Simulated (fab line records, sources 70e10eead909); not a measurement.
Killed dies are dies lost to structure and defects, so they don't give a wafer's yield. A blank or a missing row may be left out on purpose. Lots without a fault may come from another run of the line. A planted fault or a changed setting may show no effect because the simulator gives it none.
fab line records | flow nand_harc
record lots=5 wafers=15 last_day=24
route steps=1159 shown P_GATE@170 END@1159
lots that met no fault: from a run of the same line without faults
start_h: hours from the record's first day to the start of the lot's first wafer shown | wait_h: hours since the lot's step before | " the same as in the row above | L1.1+2: a row that stands for several wafers | - no value, or no start given | * or withheld: withheld | < > ~ a bound
route shown NAME@n: a module of which the file shows steps, and the number in the route of the first | usual: mean/standard deviation of fault-free wafers | same: alike in all rows | chamber/n: place in a boat | sites: the reading at each site | _std_site: their standard deviation | _edge_site: outer sites' mean less inner sites' | radius_mm: how far each site lies from the wafer's centre | mask NAME#n: copy n | behind: the tool/chamber that last shaped the wafer | hold: why the lot was held/for how many hours/how that ended | device: the transistor (n, p or np) that didn't switch | end of line: the same wafers' tests at the end of the route | a step without rows: its recipe alone | killed: dies lost to structure and defects at the first sort, not the wafer's yield | map: a wafer's dies, x killed, . not, _ none there
set.NAME: the setting as run; set.NAME@STEP: as run at that earlier step | model.NAME: the simulator's own value behind a step, which no gauge read
lots at some steps of the route; a table a step, a row a wafer
services: from which hour (start_h, from the record's first day; less than 0 if before it) a tool's chamber was out of use, for how many hours, and why
## steps
# step NHARC_P_GATE_CD_MEAS_46
# recipe target_cd_nm=720 landing_energy_ev=500
# usual cd_nm=720.3/1.7
# columns lot.wafer tool chamber start_h wait_h cd_nm
L279.1 cd_sem-03 0 118.45 - 724.0
L279.3 " 0 " " 722.1
L279.5 " 0 " " 723.4
L290.1 cd_sem-02 0 180.70 - 718.6
L290.2 " 0 " " 719.4
L290.6 " 0 " " 716.6
L292.1 cd_sem-01 0 182.57 - 718.6
L292.2 " 0 " " 720.1
L292.4 " 0 " " 717.3
L295.2 cd_sem-02 0 213.40 - 719.3
L295.4 " 0 " " 720.8
L295.5 " 0 " " 717.4
L299.2 cd_sem-02 0 229.43 - 716.6
L299.3 " 0 " " 719.5
L299.4 " 0 " " 718.7
# step NHARC_P_GATE_HARDBAKE_47
# recipe temp_c=125 time_s=80
# step NHARC_P_GATE_DESCUM_48
# recipe time_s=3 o2_flow_sccm=200 ar_flow_sccm=0 bias_power_w=0 chemistry=O2
# usual drypump_motor_current_A=5.8/0.47 oes_product_au=0.995/0.01 rf_vpp_V=57.9/0.95 showerhead_plenum_p_Torr=1.94/0.1 throttle_valve_pct=11.310/0.0083
# columns lot.wafer tool chamber start_h wait_h drypump_motor_current_A oes_product_au rf_hours_counter_h rf_vpp_V showerhead_plenum_p_Torr throttle_valve_pct
L279.3 rie_diel-02 0 118.61 - 5.7 0.978 44 56.3 1.78 11.302
L279.1 " 1 " " 6.7 1.011 43 58.2 2.02 11.307
L279.5 " 0 " " 5.7 0.982 - 57.4 1.78 11.295
L290.2 rie_diel-09 3 180.89 - 5.1 0.998 13 59.1 2.00 11.308
L290.1 " 0 " " 5.5 0.990 13 56.4 1.88 11.312
L290.6 " 1 " " 6.2 1.008 - 59.4 2.03 11.320
L292.2 rie_diel-09 3 182.73 - 5.1 0.984 13 59.3 2.00 11.295
L292.4 " 0 " " 5.5 0.993 13 58.2 1.88 11.308
L292.1 " 2 " " 5.9 0.996 13 58.2 2.05 11.309
L295.4 rie_diel-02 1 213.58 - 6.7 1.002 16 58.8 2.01 11.311
L295.2 " 2 " " 6.3 0.993 21 58.8 1.97 11.320
L295.5 " 3 " " 5.8 0.997 - 57.5 1.78 11.294
L299.2 rie_diel-09 2 229.59 - 5.9 1.008 21 57.3 2.05 11.318
L299.3 " 0 " " 5.4 1.001 21 58.6 1.87 11.311
L299.4 " 1 " " 6.2 1.008 23 58.0 2.02 11.313
# step NHARC_P_GATE_IMPLANT_49
# recipe energy_kev=30 dose_cm2=3e+15 tilt_deg=7
# step NHARC_P_GATE_STRIP_111
# recipe power_w=1500 temp_c=110 time_s=250 chemistry=N2/H2
# usual drypump_motor_current_A=5.9/0.41 heater_power_w=80/4.7
# columns lot.wafer tool chamber start_h wait_h drypump_motor_current_A heater_power_w rf_hours_counter_h
L279.1 plasma_asher-01 0 119.11 0.3 6.1 77 3
L279.3 " 0 " " 6.1 79 -
L279.5 " 0 " " 6.1 78 -
L290.2 plasma_asher-01 1 181.23 0.2 5.3 80 23
L290.1 " 0 " " 6.1 79 23
L290.6 " 1 " " 5.3 81 -
L292.1 plasma_asher-01 1 183.22 0.3 5.3 83 24
L292.2 " 0 " " 6.1 77 24
L292.4 " 1 " " 5.3 79 -
L295.2 plasma_asher-02 0 213.94 0.2 6.4 88 6
L295.4 " 0 " " 6.4 88 -
L295.5 " 0 " " 6.4 87 -
L299.2 plasma_asher-01 0 229.96 0.2 6.2 80 42
L299.4 " 0 " " 6.1 77 -
L299.3 " 1 " " 5.3 80 -
# step NHARC_P_GATE_STRIP_75
# recipe power_w=1500 temp_c=250 chemistry=O2
# usual drypump_motor_current_A=5.9/0.41 heater_power_w=299/16
# columns lot.wafer tool chamber start_h wait_h drypump_motor_current_A heater_power_w rf_hours_counter_h
L279.1 plasma_asher-01 0 119.37 0.2 6.1 294 3
L279.3 " 0 " " 6.1 291 -
L279.5 " 0 " " 6.1 287 -
L290.2 plasma_asher-01 1 181.53 0.2 5.3 305 23
L290.1 " 0 " " 6.1 298 23
L290.6 " 1 " " 5.3 308 -
L292.1 plasma_asher-01 1 183.52 0.2 5.3 299 24
L292.2 " 0 " " 6.1 287 24
L292.4 " 1 " " 5.3 307 -
L295.2 plasma_asher-02 0 214.24 0.3 6.4 326 7
L295.4 " 0 " " 6.4 334 -
L295.5 " 0 " " 6.4 334 -
L299.2 plasma_asher-01 0 230.26 0.3 6.1 280 42
L299.4 " 0 " " 6.1 300 -
L299.3 " 1 " " 5.3 305 -
# step NHARC_P_GATE_STRIP_50
# recipe time_s=900 temp_c=130 chemistry=SPM
# step NHARC_P_GATE_DEHYDRATE_51
# recipe temp_c=150 time_s=120
# step NHARC_P_GATE_HMDS_52
# recipe time_s=30
# step NHARC_P_GATE_COAT_53
# recipe spin_rpm=3000
# step NHARC_P_GATE_SOFTBAKE_54
# recipe temp_c=122 time_s=95
# step NHARC_P_GATE_EBR_55
# step NHARC_P_GATE_EXPOSE_56
# recipe na=0.6 target_cd_nm=720 dose_mj=14.81 mask_id=P_PSD
# columns lot.wafer tool chamber start_h wait_h mask
L279.1+3+5 krf_scanner-01 0 120.14 - P_NSD#0
L290.1+2+6 krf_scanner-01 0 182.25 - P_PSD#0
L292.1+2+4 krf_scanner-01 0 184.17 - P_PSD#0
L295.2+4+5 krf_scanner-01 0 215.02 - P_PSD#0
L299.2+3+4 krf_scanner-01 0 231.06 - P_PSD#0
# step NHARC_P_GATE_PEB_57
# recipe peb_temp_c=118 peb_time_s=85
# step NHARC_P_GATE_DEVELOP_58
# recipe time_s=70
# step NHARC_P_GATE_CD_MEAS_59
# recipe target_cd_nm=720 landing_energy_ev=500
# usual cd_nm=719.2/1.8
# columns lot.wafer tool chamber start_h wait_h cd_nm
L279.1 cd_sem-01 0 120.29 - -
L279.3 " 0 " " -
L279.5 " 0 " " -
L290.1 cd_sem-03 0 182.41 - 718.7
L290.2 " 0 " " 716.5
L290.6 " 0 " " 717.6
L292.1 cd_sem-02 0 184.33 - 720.1
L292.2 " 0 " " 717.0
L292.4 " 0 " " 718.6
L295.2 cd_sem-01 0 215.17 - 717.8
L295.4 " 0 " " 719.3
L295.5 " 0 " " 718.9
L299.2 cd_sem-01 0 231.21 - 721.1
L299.3 " 0 " " 719.7
L299.4 " 0 " " 720.5
# step NHARC_P_GATE_HARDBAKE_60
# recipe temp_c=125 time_s=80
# step NHARC_END_SORT_01
# recipe temp_c=25
# usual killed_at_array=26/9 killed_at_other=0.8/1.2 killed_at_periphery=3.2/2.3 killed_dies=30/9.1 killed_open=3.5/2 killed_short=1.8/1.4
# same gross_dies=677
# columns lot.wafer tool chamber start_h wait_h killed_at_array killed_at_other killed_at_periphery killed_dies killed_open killed_short
L279.1 prober-02 0 454.59 2.5 28 1 648 677 1 3
L279.3 prober-02 0 456.19 3.1 25 0 652 677 7 2
L279.5 prober-02 0 457.78 3.7 20 0 657 677 0 2
L292.1 prober-02 0 530.83 2.5 10 0 5 15 5 1
L292.2 prober-02 0 531.64 2.8 7 0 6 13 1 1
L292.4 prober-02 0 533.26 3.4 11 1 3 15 6 1
# killed by level:class
L279.1 P_GATE:area_expose=645 A_CHANNEL_HOLE_D1:chamber_film_flake=13 A_CONTACT:chamber_film_flake=4 A_ZERO_WELL:chamber_film_flake=3 A_CHANNEL_FILL_D1:chamber_film_flake=3 A_WL_FILL:geometric_particle:short=2 A_STAIRCASE:chamber_film_flake=2 P_M0:geometric_particle:short=1
L279.3 P_GATE:area_expose=648 A_CHANNEL_HOLE_D1:chamber_film_flake=12 A_CONTACT:geometric_particle:open=2 P_STI:chamber_film_flake=2 A_STAIRCASE:chamber_film_flake=2 A_CONTACT:chamber_film_flake=2 P_GATE:geometric_particle:open=1 P_M0:geometric_particle:short=1
L279.5 P_GATE:area_expose=655 A_CHANNEL_HOLE_D1:chamber_film_flake=13 A_CONTACT:chamber_film_flake=3 A_STAIRCASE:chamber_film_flake=2 P_STI:geometric_particle:short=1 A_SLIT:geometric_particle:short=1 P_BONDPAD:chamber_film_flake=1 A_WL_FILL:chamber_film_flake=1
L292.1 A_CHANNEL_HOLE_D1:chamber_film_flake=3 P_M1:chamber_film_flake=2 P_M1:geometric_particle:open=1 A_ONON_D1:geometric_particle:open=1 A_CONTACT:geometric_particle:open=1 A_CONTACT:geometric_particle:short=1 A_BLC:geometric_particle:open=1 A_M0:geometric_particle:open=1
L292.2 P_GATE:chamber_film_flake=4 A_CHANNEL_HOLE_D1:chamber_film_flake=4 A_CONTACT:chamber_film_flake=2 P_CONTACT:geometric_particle:open=1 A_WL_FILL:geometric_particle:short=1 P_M1:chamber_film_flake=1
L292.4 A_CHANNEL_HOLE_D1:chamber_film_flake=2 P_M1:chamber_film_flake=2 A_STAIRCASE:chamber_film_flake=2 P_GATE:geometric_particle:open=1 A_CHANNEL_HOLE_D1:geometric_particle:open=1 A_SGD_CUT:geometric_particle:open=1 A_WL_FILL:geometric_particle:short=1 A_WL_FILL:geometric_particle:open=1
# map L279.1 (x killed, . not)
____________x____________
_________xxxxxxx_________
_______xxxxxxxxxxx_______
______xxxxxxxxxxxxx______
_____xxxxxxxxxxxxxxx_____
____xxxxxxxxxxxxxxxxx____
____xxxxxxxxxxxxxxxxx____
___xxxxxxxxxxxxxxxxxxx___
___xxxxxxxxxxxxxxxxxxx___
__xxxxxxxxxxxxxxxxxxxxx__
__xxxxxxxxxxxxxxxxxxxxx__
_xxxxxxxxxxxxxxxxxxxxxxx_
_xxxxxxxxxxxxxxxxxxxxxxx_
_xxxxxxxxxxxxxxxxxxxxxxx_
_xxxxxxxxxxxxxxxxxxxxxxx_
_xxxxxxxxxxxxxxxxxxxxxxx_
xxxxxxxxxxxxxxxxxxxxxxxxx
xxxxxxxxxxxxxxxxxxxxxxxxx
xxxxxxxxxxxxxxxxxxxxxxxxx
xxxxxxxxxxxxxxxxxxxxxxxxx
xxxxxxxxxxxxxxxxxxxxxxxxx
_xxxxxxxxxxxxxxxxxxxxxxx_
_xxxxxxxxxxxxxxxxxxxxxxx_
_xxxxxxxxxxxxxxxxxxxxxxx_
_xxxxxxxxxxxxxxxxxxxxxxx_
_xxxxxxxxxxxxxxxxxxxxxxx_
__xxxxxxxxxxxxxxxxxxxxx__
__xxxxxxxxxxxxxxxxxxxxx__
___xxxxxxxxxxxxxxxxxxx___
___xxxxxxxxxxxxxxxxxxx___
____xxxxxxxxxxxxxxxxx____
____xxxxxxxxxxxxxxxxx____
_____xxxxxxxxxxxxxxx_____
______xxxxxxxxxxxxx______
_______xxxxxxxxxxx_______
_________xxxxxxx_________
____________x____________
# map L290.1 (x killed, . not)
____________.____________
_________......._________
_______..........._______
______.............______
_____..............._____
____.................____
____..x..............____
___.........x.........___
___..........x........___
__.....................__
__.....................__
_......................._
_.................x....._
_..................x...._
_......................._
_......................._
....................x....
.........................
.........................
.................x.......
...........x.x..x........
_.x......x.x............_
_..x.....xxx...x........_
_xx.x....xxxx.x........._
_xxxx.......xx.........._
_..x...................._
__x.x....x.............__
__..xx......x..........__
___...x...............___
___...................___
____x................____
____..........x......____
_____.x............._____
______.............______
_______..........._______
_________......._________
____________.____________
## services
# columns tool chamber start_h hours kind
plasma_asher-01 - 99.00 9.0 pm
plasma_asher-01 0 99.00 9.0 vent_cycle
plasma_asher-01 1 99.00 9.0 vent_cycle
plasma_asher-01 0 108.00 - clean
plasma_asher-01 1 108.00 - clean
rie_diel-09 0 110.60 - clean
rie_diel-09 1 110.60 - clean
rie_diel-09 2 110.60 - clean
rie_diel-09 3 110.60 - clean
rie_diel-02 3 112.53 7.5 repair
rie_diel-09 2 127.21 3.8 repair
rie_diel-09 0 135.10 - clean
rie_diel-09 1 135.10 - clean
rie_diel-09 2 135.10 - clean
rie_diel-09 3 135.10 - clean
rie_diel-02 - 150.74 9.0 pm
rie_diel-02 1 175.79 11.4 repair
rie_diel-02 2 179.03 4.7 repair
plasma_asher-02 - 183.31 9.0 pm
krf_scanner-01 0 187.57 - calibration
rie_diel-09 - 194.31 1.1 repair
rie_diel-09 - 196.40 1.0 repair
krf_scanner-01 - 205.84 1.7 repair
krf_scanner-01 - 226.96 2.4 repair
## key
first_sign step=NHARC_P_GATE_EXPOSE_56 reading=mask direction=changed
effect step=NHARC_P_GATE_CD_MEAS_59 reading=cd_nm direction=missing
effect step=NHARC_END_SORT_01 reading=killed_at_periphery direction=up sigmas=99+ usual=3.2 struck=652.3
more_kills_born_at NHARC_P_GATE_EXPOSE_56@krf_scanner-01=1948
met_at NHARC_P_GATE_EXPOSE_56
struck_wafers L279.1,L279.3,L279.5
later_rows_left_out L279.1,L279.3,L279.5
tester_left_out L279
fault kind=wrong_mask tool=any chamber=- onset_h=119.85 steps=NHARC_P_GATE_EXPOSE_56 aux_copy=P_NSD#0 scope=struck_lots_only
# tester_left_out: of these lots the tester's yield and bins aren't shown, on N5 and GAA mostly nor the transistor test; their killed dies are dies lost to structure and defects alone, not to doping, threshold or leakage, so they don't give the yield
# later_rows_left_out: the simulator's readings of these wafers behind a module that went badly wrong aren't trusted and aren't shown, but for the sort
